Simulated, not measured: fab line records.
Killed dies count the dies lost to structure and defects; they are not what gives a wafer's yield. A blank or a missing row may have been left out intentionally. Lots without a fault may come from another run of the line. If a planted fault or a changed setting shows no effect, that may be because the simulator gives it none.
Commonality check across tools	flow nand_harc	9 wafers sampled across 3 lots

## WHY IT WAS OPENED
At NHARC_END_SORT_01 the reading killed_at_array is flagged on 3 of 3 lots. No-fault wafers: 27, standard deviation 11.
Rule: a lot is flagged when every wafer of it that has a number lies more than 4 standard deviations from that mean, or none has a number. As for the other lots, they are considered sound.

lot	measured	on	killed_at_array, wafer by wafer	flag
L179	day 22 14:36	prober-02	673 674 671	FLAGGED
L182	day 23 04:37	prober-01	672 672 670	FLAGGED
L183	day 23 12:23	prober-02	669 671 675	FLAGGED
On average the flagged lots' numbers are 672, which is +645 against the usual, or +59 standard deviations.

## TOOL THAT RAN EACH LOT
The record holds 4 process steps before the reading, out of a route of 1159 steps. Every cell lists first the tool, next ch and the chambers used by the sampled wafers, and last the start.
lot	flag	NHARC_A_STAIRCASE_DESCUM_11	NHARC_A_STAIRCASE_ETCH_21	NHARC_A_STAIRCASE_ETCH_23	NHARC_A_STAIRCASE_TRIM_26
L179	FLAGGED	rie_diel-02 ch 0,2,3, day 14 04:20	rie_diel-02 ch 0,2,3, day 14 06:04 or earlier	rie_diel-02 ch 0,1,3, day 14 06:04	rie_diel-02 ch 0,1,3, day 22 14:36 or earlier
L182	FLAGGED	rie_diel-02 ch 0,1,2, day 14 10:30	rie_diel-02 ch 0,1,3, day 14 12:10 or earlier	rie_diel-02 ch 0,2,3, day 14 12:10	rie_diel-02 ch 0,1,3, day 23 04:37 or earlier
L183	FLAGGED	rie_diel-01 ch 1,2, day 14 16:22	rie_diel-01 ch 1,3, day 14 19:23 or earlier	rie_diel-01 ch 0,1,3, day 14 19:23	rie_diel-01 ch 0,1,3, day 23 12:23 or earlier
What is done by these steps:
- NHARC_A_STAIRCASE_DESCUM_11: chemistry O2, time 3 s.
- NHARC_A_STAIRCASE_ETCH_21: etches the open film in C4F8/O2, target depth 100 nm, time 40.5 s.
- NHARC_A_STAIRCASE_ETCH_23: etches the open film in C4F8/O2, target depth 100 nm, time 40.5 s.
- NHARC_A_STAIRCASE_TRIM_26: chemistry O2, time 211.2 s.
- NHARC_END_SORT_01

## FLAGGED AGAINST TOTAL, ONE TOOL AT A TIME (gauges that did the reading follow at the end)
step	tool	lots run	flagged	share of the flagged lots	sound lots run after its first flagged lot
NHARC_A_STAIRCASE_DESCUM_11	rie_diel-01	1	1	some	0
NHARC_A_STAIRCASE_DESCUM_11	rie_diel-02	2	2	some	0
NHARC_A_STAIRCASE_ETCH_21	rie_diel-01	1	1	some	0
NHARC_A_STAIRCASE_ETCH_21	rie_diel-02	2	2	some	0
NHARC_A_STAIRCASE_ETCH_23	rie_diel-01	1	1	some	0
NHARC_A_STAIRCASE_ETCH_23	rie_diel-02	2	2	some	0
NHARC_A_STAIRCASE_TRIM_26	rie_diel-01	1	1	some	0
NHARC_A_STAIRCASE_TRIM_26	rie_diel-02	2	2	some	0
NHARC_END_SORT_01	prober-01	1	1	some	0
NHARC_END_SORT_01	prober-02	2	2	some	0
NHARC_A_STAIRCASE_ETCH_21 gives no start for some lots, so the hours and the order of its lots are those of NHARC_A_STAIRCASE_ETCH_23. NHARC_A_STAIRCASE_TRIM_26 gives no start for some lots, so the hours and the order of its lots are those of NHARC_END_SORT_01.

## WHAT THE TABLE ALLOWS
No row of the table ran every flagged lot.

## WHAT HAD BEEN PUT IN BY THE SIMULATOR
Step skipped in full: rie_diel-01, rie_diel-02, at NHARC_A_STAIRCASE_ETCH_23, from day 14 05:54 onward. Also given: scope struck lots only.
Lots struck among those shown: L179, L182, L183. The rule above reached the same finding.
